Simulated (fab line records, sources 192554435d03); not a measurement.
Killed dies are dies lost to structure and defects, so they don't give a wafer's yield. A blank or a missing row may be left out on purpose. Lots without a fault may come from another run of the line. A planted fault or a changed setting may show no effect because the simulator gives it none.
fab line records | flow n5_finfet
record lots=8 wafers=23 last_day=17
route steps=1938 shown BEOL_M1@751 BEOL_M4@1111 PASSIVATION@1936
lots that met no fault: from a run of the same line without faults
start_h: hours from the record's first day to the start of the lot's first wafer shown | wait_h: hours since the lot's step before | " the same as in the row above | L1.1+2: a row that stands for several wafers | - no value, or no start given | * or withheld: withheld | < > ~ a bound
route shown NAME@n: a module of which the file shows steps, and the number in the route of the first | usual: mean/standard deviation of fault-free wafers | same: alike in all rows | chamber/n: place in a boat | sites: the reading at each site | _std_site: their standard deviation | _edge_site: outer sites' mean less inner sites' | radius_mm: how far each site lies from the wafer's centre | mask NAME#n: copy n | behind: the tool/chamber that last shaped the wafer | hold: why the lot was held/for how many hours/how that ended | device: the transistor (n, p or np) that didn't switch | end of line: the same wafers' tests at the end of the route | a step without rows: its recipe alone | killed: dies lost to structure and defects at the first sort, not the wafer's yield | map: a wafer's dies, x killed, . not, _ none there
set.NAME: the setting as run; set.NAME@STEP: as run at that earlier step | model.NAME: the simulator's own value behind a step, which no gauge read
steps of the route over a sample of lots; a table a step, a row a wafer
services: from which hour (start_h, from the record's first day; less than 0 if before it) a tool's chamber was out of use, for how many hours, and why
## steps
# step N5_BEOL_M1_ILD_DEP_00
# recipe material=SiOC target_thk_a=790 temp_c=350 precursor=DEMS/O2 pressure_torr=5 rf_w=500 time_s=15.3
# usual chamber_pressure_Torr=5.000/0.011 heater_power_w=494/66 showerhead_plenum_p_Torr=5.691/0.01 throttle_valve_pct=12.3/0.86
# columns lot.wafer tool chamber start_h wait_h chamber_pressure_Torr heater_power_w showerhead_plenum_p_Torr throttle_valve_pct
L431.2 pecvd-03 1 132.67 0.0 4.999 447 5.663 13.4
L431.5 " 0 " " 5.024 443 5.699 11.9
L431.6 " 2 " " 5.007 411 5.696 11.1
L433.1 pecvd-02 1 142.13 0.0 5.010 602 5.702 12.1
L433.2 " 0 " " 4.984 487 5.690 13.7
L433.6 " 1 " " 4.993 587 5.684 12.0
L435.1 pecvd-03 2 153.12 0.0 5.007 358 5.701 11.1
L435.3 " 1 " " 5.018 403 5.684 13.4
L435.5 " 2 " " 5.003 344 5.699 11.3
L440.1 pecvd-03 0 183.46 0.0 4.978 424 5.685 11.9
L440.6 " 0 " " 4.980 429 5.683 11.9
L441.1 pecvd-02 2 194.05 0.0 4.993 586 5.693 12.4
L441.2 " 1 " " 4.993 582 5.683 12.0
L441.5 " 0 " " 4.981 453 5.715 13.8
L445.2 pecvd-02 0 213.06 0.0 5.014 480 5.696 13.4
L445.5 " 1 " " 4.977 600 5.686 12.1
L445.6 " 2 " " 4.991 582 5.674 12.3
L446.4 pecvd-01 2 221.35 0.1 4.997 491 5.684 12.1
L446.5 " 0 " " 4.994 532 5.688 11.4
L446.6 " 1 " " 5.006 486 5.712 11.2
L452.1 pecvd-02 1 259.51 0.0 4.985 555 5.687 12.3
L452.2 " 2 " " 4.998 572 5.700 12.2
L452.6 " 2 " " 4.986 596 5.701 12.3
# step N5_BEOL_M1_PECVD_72
# recipe material=SiO2 target_thk_a=160 temp_c=400 precursor=TEOS/O2 pressure_torr=5.5 rf_w=450 teos_flow_sccm=53.8 gas=O2 flow_sccm=3000 time_s=18
# usual chamber_pressure_Torr=5.500/0.013 heater_power_w=719/83 showerhead_plenum_p_Torr=8.774/0.025 throttle_valve_pct=22.3/1.4
# columns lot.wafer tool chamber start_h wait_h chamber_pressure_Torr heater_power_w showerhead_plenum_p_Torr throttle_valve_pct
L431.2 pecvd-03 1 132.77 0.0 5.519 668 8.730 25.1
L431.5 " 2 " " 5.495 620 8.808 20.5
L431.6 " 1 " " 5.526 685 8.735 25.0
L433.1 pecvd-03 1 142.26 0.0 5.481 585 8.714 25.2
L433.2 " 0 " " 5.498 622 8.755 22.4
L433.6 " 2 " " 5.510 536 8.795 21.1
L435.1 pecvd-03 0 153.22 0.0 5.499 661 8.787 22.4
L435.3 " 1 " " 5.509 658 8.695 25.2
L435.5 " 0 " " 5.492 663 8.755 22.1
L440.1 pecvd-01 0 183.56 0.0 5.489 784 8.755 22.2
L440.6 " 2 " " 5.499 803 8.766 22.3
L441.1 pecvd-02 2 194.16 0.0 5.484 805 8.764 23.0
L441.2 " 1 " " 5.490 848 8.766 23.1
L441.5 " 2 " " 5.496 805 8.782 22.9
L445.2 pecvd-01 2 213.16 0.0 5.488 678 8.771 22.3
L445.5 " 0 " " 5.498 747 8.766 22.0
L445.6 " 1 " " 5.508 737 8.793 20.7
L446.4 pecvd-03 0 221.46 0.1 5.495 538 8.792 22.7
L446.5 " 2 " " 5.518 556 8.839 21.0
L446.6 " 1 " " 5.469 553 8.712 25.1
L452.1 pecvd-01 0 259.61 0.0 5.533 805 8.768 21.8
L452.2 " 2 " " 5.490 715 8.758 22.3
L452.6 " 1 " " 5.512 755 8.787 20.6
# step N5_BEOL_M1_ETCH_74
# recipe chemistry=N2/H2 target=underlayer target_depth_a=65 mask_material=CAR-EUV time_s=5.2 ion_energy_ev=200 pressure_mtorr=30 source_w=840 bias_w=150 n2_flow_sccm=200 h2_flow_sccm=200 ends=cleared
# usual bias_w=150.0/0.47 drypump_motor_current_A=5.92/0.27 etch_rf_on_time_s=5.19/0.21 oes_product_au=0.65/0.059 rf_vpp_V=524.5/2 showerhead_plenum_p_Torr=2.55/0.073 throttle_valve_pct=17.81/0.25
# columns lot.wafer tool chamber start_h wait_h bias_w drypump_motor_current_A etch_rf_on_time_s oes_product_au rf_hours_counter_h rf_vpp_V showerhead_plenum_p_Torr throttle_valve_pct
L431.2 rie_diel-02 0 134.27 0.0 150.5 5.44 5.31 0.82 1 522.6 2.49 17.51
L431.5 " 1 " " 151.0 5.99 5.05 0.75 - 526.3 2.69 17.46
L431.6 " 0 " " 150.8 5.54 5.33 0.82 - 523.4 2.49 17.55
L433.1 rie_diel-06 3 144.00 0.0 150.0 5.79 5.52 0.59 205 523.9 2.52 18.08
L433.2 " 1 " " 150.7 6.47 5.29 0.73 44 524.2 2.56 17.36
L433.6 " 3 " " 150.4 5.80 5.55 0.58 - 524.5 2.52 18.05
L435.1 rie_diel-06 0 155.61 0.0 149.7 5.79 5.24 0.62 166 525.5 2.68 18.07
L435.3 " 2 " " 149.4 6.04 4.95 0.63 191 522.4 2.49 17.59
L435.5 " 2 " " 149.8 6.02 4.91 0.63 - 524.0 2.49 17.59
L440.1 rie_diel-06 0 186.41 0.0 150.6 5.80 5.25 0.61 174 525.5 2.68 18.08
L440.6 " 1 " " 150.3 6.48 5.33 0.72 - 525.0 2.56 17.40
L441.1 rie_diel-06 2 195.61 0.0 150.3 6.04 4.88 0.63 202 524.0 2.49 17.62
L441.2 " 0 " " 149.6 5.78 5.25 0.62 176 527.2 2.67 18.07
L441.5 " 3 " " 149.1 5.81 5.70 0.57 - 523.3 2.51 18.08
L445.2 rie_diel-06 1 214.42 0.0 149.4 6.50 5.28 0.71 65 523.6 2.55 17.41
L445.5 " 1 " " 150.4 6.48 5.38 0.71 - 524.9 2.55 17.42
L445.6 " 2 " " 149.7 6.05 4.89 0.61 - 522.7 2.48 17.62
L446.4 rie_diel-02 1 222.81 0.0 150.1 5.96 5.00 0.70 76 529.4 2.67 17.54
L446.5 " 2 " " 149.8 5.95 5.14 0.64 - 525.2 2.53 17.73
L446.6 " 1 " " 150.0 5.98 4.99 0.71 - 526.4 2.67 17.50
L452.1 rie_diel-02 2 261.33 0.0 150.3 5.97 5.01 0.63 192 524.7 2.53 17.74
L452.2 " 3 " " 150.1 6.13 4.95 0.75 35 523.2 2.51 17.80
L452.6 " 2 " " 149.0 5.98 5.02 0.64 - 524.8 2.53 17.75
# step N5_BEOL_M1_STRIP_19
# recipe chemistry=O2 power_w=400 temp_c=40 pressure_mtorr=30 rf_frequency_hz=6e+07 bias_power_w=0 overash_fraction=0.2 o2_flow_sccm=225
# usual bias_power_w=0/0 chamber_pressure_mTorr=30.000/0.028 drypump_motor_current_A=5.86/0.25 oes_product_au=0.80/0.091 rf_vpp_V=3.7/0.5 showerhead_plenum_p_Torr=2.11/0.058 throttle_valve_pct=16.55/0.24
# columns lot.wafer tool chamber start_h wait_h bias_power_w chamber_pressure_mTorr drypump_motor_current_A oes_product_au rf_hours_counter_h rf_vpp_V showerhead_plenum_p_Torr throttle_valve_pct
L431.2 rie_diel-02 1 134.68 0.1 0 30.018 5.97 0.86 47 3.6 2.20 16.25
L431.5 " 1 " " 0 29.980 5.98 0.85 - 4.2 2.20 16.25
L431.6 " 2 " " 0 30.029 5.94 0.76 - 3.4 2.12 16.54
L433.1 rie_diel-06 0 144.49 0.2 0 29.970 5.76 0.71 163 4.1 2.21 16.86
L433.2 " 1 " " 0 29.990 6.49 0.89 45 3.9 2.13 16.30
L433.6 " 1 " " 0 29.982 6.49 0.88 - 3.5 2.13 16.26
L435.1 rie_diel-02 0 156.01 0.2 0 30.030 5.45 0.94 10 3.1 2.05 16.34
L435.3 " 3 " " 0 30.013 6.15 0.98 1 3.8 2.06 16.33
L435.5 " 1 " " 0 30.012 5.98 0.84 - 2.9 2.19 16.27
L440.1 rie_diel-02 1 186.74 0.1 0 29.998 5.98 0.84 65 4.2 2.19 16.27
L440.6 " 3 " " 0 29.969 6.11 0.93 - 3.7 2.06 16.35
L441.1 rie_diel-06 3 195.94 0.1 0 29.985 5.77 0.70 218 4.1 2.09 17.05
L441.2 " 1 " " 0 30.045 6.52 0.86 59 4.4 2.12 16.32
L441.5 " 3 " " 0 30.001 5.78 0.70 - 4.6 2.09 17.07
L445.2 rie_diel-03 1 214.78 0.1 - - - - - - - -
L445.5 " 0 " " - - - - - - - -
L445.6 " 1 " " - - - - - - - -
L446.4 rie_diel-02 0 223.13 0.1 - - - - - - - -
L446.5 " 1 " " - - - - - - - -
L446.6 " 0 " " - - - - - - - -
L452.1 rie_diel-03 0 261.78 0.2 0 29.997 5.71 0.74 185 3.9 2.01 16.81
L452.2 " 3 " " 0 30.002 5.83 0.69 249 3.8 2.16 16.76
L452.6 " 3 " " 0 30.044 5.84 0.69 - 3.6 2.16 16.74
# step N5_BEOL_M1_ETCH_70
# recipe chemistry=N2/H2 target=SOC target_depth_a=800 overetch_a=160 mask_material=SiARC temp_c=40 time_s=120 ion_energy_ev=200 pressure_mtorr=30 source_w=840 bias_w=150 n2_flow_sccm=200 h2_flow_sccm=200
# usual bias_w=150.0/0.45 drypump_motor_current_A=5.89/0.27 oes_product_au=0.59/0.053 rf_vpp_V=524.0/2.1 showerhead_plenum_p_Torr=2.55/0.074 throttle_valve_pct=17.78/0.24
# columns lot.wafer tool chamber start_h wait_h bias_w drypump_motor_current_A oes_product_au rf_hours_counter_h rf_vpp_V showerhead_plenum_p_Torr throttle_valve_pct
L431.2 rie_diel-03 2 140.03 0.0 150.3 6.05 0.62 74 525.4 2.59 17.86
L431.5 " 3 " " 150.4 5.84 0.56 - 525.7 2.63 17.72
L431.6 " 2 " " 149.9 6.03 0.62 - 524.2 2.59 17.86
L433.1 rie_diel-03 2 147.56 0.0 149.9 6.04 0.62 76 523.7 2.59 17.87
L433.2 " 1 " " 149.9 5.47 0.55 196 522.2 2.52 18.09
L433.6 " 1 " " 149.7 5.47 0.55 - 523.4 2.52 18.10
L435.1 rie_diel-02 3 157.75 0.0 151.1 6.14 0.73 1 523.2 2.52 17.70
L435.3 " 0 " " 149.6 5.51 0.71 10 522.3 2.48 17.50
L435.5 " 3 " " 150.4 6.17 0.73 - 521.9 2.52 17.68
L440.1 rie_diel-06 3 189.13 0.0 149.9 5.81 0.54 216 523.7 2.51 18.07
L440.6 " 1 " " 149.4 6.50 0.65 - 524.0 2.56 17.34
L441.1 rie_diel-06 3 197.96 0.0 150.1 5.79 0.54 218 523.3 2.51 18.06
L441.2 " 1 " " 148.9 6.48 0.64 60 524.2 2.56 17.36
L441.5 " 0 " " 150.2 5.80 0.56 - 526.4 2.67 18.06
L445.2 rie_diel-06 3 222.10 0.0 150.0 5.80 0.68 226 523.9 2.51 18.11
L445.5 " 2 " " 150.5 6.04 0.73 - 522.8 2.48 17.60
L445.6 " 1 " " 150.0 6.47 0.84 - 523.8 2.55 17.40
L446.4 rie_diel-06 0 226.35 0.0 149.9 5.80 0.72 187 526.9 2.67 18.10
L446.5 " 1 " " 149.4 6.51 0.83 - 525.2 2.55 17.38
L446.6 " 0 " " 149.9 5.78 0.72 - 526.5 2.67 18.08
L452.1 rie_diel-02 3 262.60 0.0 150.5 6.14 0.65 35 521.4 2.51 17.74
L452.2 " 1 " " 150.3 5.93 0.61 89 527.6 2.67 17.51
L452.6 " 3 " " 150.6 6.14 0.65 - 521.2 2.51 17.75
# step N5_BEOL_M1_CD_MEAS_35
# recipe target_cd_nm=18 target_cd_y_nm=21 polarity=opening
# usual cd_nm=18.0/0.48
# columns lot.wafer tool chamber start_h wait_h cd_nm
L431.2 cd_sem-02 - 140.54 0.0 18.3
L431.5 " - " " 17.3
L431.6 " - " " 18.0
L433.1 cd_sem-01 - 148.07 0.0 18.1
L433.2 " - " " 17.9
L433.6 " - " " 18.2
L435.1 cd_sem-02 - 158.26 0.0 17.6
L435.3 " - " " 18.8
L435.5 " - " " 18.4
L440.1 cd_sem-03 - 189.63 0.0 17.4
L440.6 " - " " 18.2
L441.1 cd_sem-02 - 198.47 0.0 18.5
L441.2 " - " " 18.3
L441.5 " - " " 18.0
L445.2 cd_sem-02 - 222.61 0.0 -
L445.5 " - " " 17.9
L445.6 " - " " -
L446.4 cd_sem-01 - 226.86 0.0 17.8
L446.5 " - " " -
L446.6 " - " " -
L452.1 cd_sem-02 - 263.11 0.0 17.1
L452.2 " - " " 18.4
L452.6 " - " " 17.7
# step N5_BEOL_M4_RC_MEAS_101
# usual DIBL_N=36.8/2.2 DIBL_P=37.1/2.8 IOFF_N=0.17/0.04 IOFF_P=0.22/0.049 ION_N=672/16 ION_P=460/9.2 SS_N=71.6/0.69 SS_P=73.5/0.78 VT_N=249/3.6 VT_P=-250/3.9
# columns lot.wafer tool chamber start_h wait_h DIBL_N[mV/V] DIBL_P[mV/V] IOFF_N[nA/um] IOFF_P[nA/um] ION_N[uA/um] ION_P[uA/um] SS_N[mV/dec] SS_P[mV/dec] VT_N[mV] VT_P[mV]
L431.2 prober-02 0 177.80 0.2 35.8 33.7 0.13 0.16 652 444 71.7 73.2 256 -257
L431.5 " 0 " " 37.0 36.1 0.14 0.19 650 448 72.7 73.2 258 -255
L431.6 " 0 " " 36.4 35.2 0.14 0.18 658 447 72.3 72.8 253 -256
L433.1 prober-01 0 179.49 0.0 38.7 39.2 0.19 0.25 684 468 71.9 74.3 246 -246
L433.2 " 0 " " 37.9 38.7 0.18 0.24 680 468 72.0 73.4 245 -248
L433.6 " 0 " " 39.3 41.2 0.21 0.31 684 468 72.5 74.8 245 -247
L435.1 prober-02 0 186.90 0.0 30.5 28.5 0.08 0.11 647 444 70.0 72.0 257 -259
L435.3 " 0 " " 38.6 40.2 0.21 0.25 664 456 72.3 74.9 248 -253
L435.5 " 0 " " 37.9 38.6 0.20 0.22 683 463 72.4 74.4 248 -251
L440.1 prober-01 0 226.17 0.0 32.9 31.9 0.10 0.13 647 440 70.6 71.9 260 -257
L440.6 " 0 " " 37.9 39.1 0.19 0.24 674 455 71.9 74.7 247 -251
L441.1 prober-02 0 235.41 0.0 36.0 35.3 0.16 0.18 662 443 71.3 72.8 249 -253
L441.2 " 0 " " 38.7 39.5 0.22 0.26 697 474 72.4 75.4 243 -246
L441.5 " 0 " " 38.1 38.7 0.21 0.25 681 458 71.9 74.5 244 -249
L452.1 prober-01 0 304.53 0.0 37.5 38.1 0.20 0.27 678 460 72.5 73.3 244 -244
L452.2 " 0 " " 37.0 37.6 0.18 0.27 678 468 71.6 73.6 248 -244
L452.6 " 0 " " 37.4 38.8 0.21 0.29 691 465 72.0 72.6 245 -242
# step N5_PASSIVATION_PROBE_49
# usual defect_limited_yield=91.1/1.5 killed_at_M0_to_M3=35/11 killed_at_M4_up=13/5.7 killed_at_contacts=12/5.7 killed_at_front_end=40/11 killed_at_other=4/4.4 killed_dies=105/18 killed_on_rim=14/3.9 killed_open=68/14 killed_short=34/7.4 sort_bin_5_function=5.2/1 sort_bin_6_memory=3.3/0.67 sort_bin_8_speed=0.04/0.29 sort_n_pass=1074/18 sort_yield_pct=91.0/1.5
# same gross_dies=1180 killed_at_back_side=0 sort_bin_4_leakage[%]=0
# columns lot.wafer tool chamber start_h wait_h defect_limited_yield[%] killed_at_M0_to_M3 killed_at_M4_up killed_at_contacts killed_at_front_end killed_at_other killed_dies killed_on_rim killed_open killed_short sort_bin_5_function[%] sort_bin_6_memory[%] sort_bin_8_speed[%] sort_n_pass sort_yield_pct[%]
L441.1 prober-01 - 327.48 0.0 88.4 49 11 24 49 4 137 27 87 38 6.4 4.2 0 1043 88.4
L441.2 prober-01 - 327.53 0.1 90.1 43 11 12 50 1 117 15 76 41 6.7 2.9 0 1063 90.1
L441.5 prober-01 - 327.68 0.2 92.5 31 15 12 29 1 88 12 65 14 4.4 2.9 0 1092 92.5
L446.4 prober-02 - 363.79 0.6 0 1134 5 7 24 10 1180 152 49 34 97.3 2.5 0 0 0
L446.5 prober-02 - 363.84 0.7 0 1127 4 17 30 2 1180 152 54 27 95.4 3.8 0 0 0
L446.6 prober-02 - 363.89 0.7 0 1126 10 8 31 5 1180 152 57 43 96.0 3.7 0 0 0
L445.2 prober-02 - 367.64 0.1 0 1101 16 11 46 6 1180 152 70 33 96.2 3.2 0 0 0
L445.5 prober-02 - 367.79 0.2 0 1099 13 9 59 0 1180 152 73 40 95.0 4.7 0 0 0
L445.6 prober-02 - 367.84 0.3 0 1118 10 22 30 0 1180 152 55 32 95.7 3.6 0 0 0
# killed by level:class
L441.1 MOL_CONTACT_COAG:geometric_particle:open=21 BEOL_M0_SAQP:geometric_particle:open=19 BEOL_M0_SAQP:geometric_particle:short=13 FIN_SAQP:geometric_particle:open=11 FIN_SAQP:geometric_particle:short=9 HKMG_FIN:area_etch=8 STI_FIN_REVEAL:geometric_particle:open=7 BEOL_M3:geometric_particle:open=7
L441.2 FIN_SAQP:geometric_particle:open=12 BEOL_M1:geometric_particle:open=11 FIN_SAQP:geometric_particle:short=10 MOL_CONTACT_COAG:geometric_particle:open=10 BEOL_M0_SAQP:geometric_particle:open=8 BEOL_M0_SAQP:geometric_particle:short=8 BEOL_M4:geometric_particle:open=7 STI_FIN_REVEAL:geometric_particle:open=6
L441.5 BEOL_M1:geometric_particle:open=11 MOL_CONTACT_COAG:geometric_particle:open=10 FIN_SAQP:geometric_particle:open=8 BEOL_M0_SAQP:geometric_particle:open=7 BEOL_M3:geometric_particle:open=6 BEOL_M4:geometric_particle:open=6 FIN_CUT:area_etch=6 GATE_CUT:geometric_particle:short=4
L446.4 BEOL_M1:area_etch=1073 BEOL_M1:plasma_strip_residue=22 BEOL_M0_SAQP:geometric_particle:short=9 BEOL_M0_SAQP:geometric_particle:open=9 MOL_CONTACT_COAG:geometric_particle:open=6 BEOL_M1:geometric_particle:open=6 BEOL_M2:geometric_particle:open=6 FIN_SAQP:geometric_particle:short=5
L446.5 BEOL_M1:area_etch=1073 BEOL_M1:plasma_strip_residue=25 MOL_CONTACT_COAG:geometric_particle:open=14 DUMMY_GATE:geometric_particle:open=8 BEOL_M0_SAQP:geometric_particle:open=7 BEOL_M0_SAQP:geometric_particle:short=6 BEOL_M1:geometric_particle:open=6 GATE_CUT:geometric_particle:short=5
L446.6 BEOL_M1:area_etch=1059 BEOL_M1:plasma_strip_residue=19 BEOL_M0_SAQP:geometric_particle:short=18 BEOL_M0_SAQP:geometric_particle:open=16 BEOL_M2:geometric_particle:open=7 MOL_CONTACT_COAG:geometric_particle:open=7 STI_FIN_REVEAL:geometric_particle:open=4 STARTING-WAFER:geometric_particle:short=4
L445.2 BEOL_M1:area_etch=1053 BEOL_M1:plasma_strip_residue=23 FIN_SAQP:geometric_particle:open=13 BEOL_M4:geometric_particle:open=11 MOL_CONTACT_COAG:geometric_particle:open=8 FIN_SAQP:geometric_particle:short=7 BEOL_M1:geometric_particle:open=7 STI_FIN_REVEAL:geometric_particle:open=5
L445.5 BEOL_M1:area_etch=991 BEOL_M1:area_ald=51 BEOL_M1:plasma_strip_residue=24 FIN_SAQP:geometric_particle:short=14 BEOL_M1:geometric_particle:open=13 FIN_SAQP:geometric_particle:open=12 GATE_CUT:geometric_particle:short=8 STI_FIN_REVEAL:geometric_particle:open=7
L445.6 BEOL_M1:area_etch=1069 BEOL_M1:plasma_strip_residue=24 MOL_CONTACT_COAG:geometric_particle:open=17 FIN_SAQP:geometric_particle:short=16 FIN_SAQP:geometric_particle:open=7 BEOL_M0_SAQP:geometric_particle:open=6 BEOL_M1:geometric_particle:open=6 MOL_CONTACT_COAG:geometric_particle:short=5
## services
# columns tool chamber start_h hours kind
rie_diel-02 0 119.54 - clean
rie_diel-02 0 119.54 - consumable_replace:focus_ring
rie_diel-02 0 119.54 13.2 scheduled_down
rie_diel-02 0 119.54 13.2 vent_cycle
pecvd-02 2 126.92 23.1 repair
rie_diel-02 3 133.06 - clean
rie_diel-02 3 133.06 - consumable_replace:focus_ring
rie_diel-02 3 133.06 21.0 scheduled_down
rie_diel-02 3 133.06 21.0 vent_cycle
pecvd-01 1 151.35 5.3 repair
pecvd-01 - 160.27 1.6 repair
pecvd-01 2 166.77 2.1 scheduled_down
pecvd-03 - 192.42 28.1 pm
pecvd-02 - 217.23 0.5 repair
rie_diel-03 - 220.73 0.9 repair
pecvd-03 0 225.35 14.4 repair
rie_diel-02 3 229.20 1.3 repair
pecvd-03 1 237.13 6.8 repair
rie_diel-03 0 237.94 16.9 repair
pecvd-01 0 245.86 8.9 repair
## key
first_sign step=N5_BEOL_M1_STRIP_19 reading=tool_record direction=missing
effect step=N5_BEOL_M1_ETCH_70 reading=oes_product_au direction=up sigmas=3.1 usual=0.59 struck=0.75
effect step=N5_BEOL_M1_CD_MEAS_35 reading=cd_nm direction=missing
effect step=N5_PASSIVATION_PROBE_49 reading=killed_at_M0_to_M3 direction=up sigmas=99+ usual=35 struck=1118
more_kills_born_at N5_BEOL_M1_ETCH_70@rie_diel-06=6318
met_at N5_BEOL_M1_STRIP_19
struck_lots L445,L446
later_rows_left_out L445.2,L445.5,L445.6,L446.4,L446.5,L446.6
not_acting_at N5_BEOL_M1_ILD_DEP_00,N5_BEOL_M1_PECVD_72,N5_BEOL_M1_ETCH_74
onset_between 186.74 214.78
fault kind=skipped_step_whole tool=rie_diel-02,rie_diel-03 chamber=- onset_h=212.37 steps=N5_BEOL_M1_STRIP_19 scope=struck_lots_only
# later_rows_left_out: the simulator's readings of these wafers behind a module that went badly wrong aren't trusted and aren't shown, but for the sort
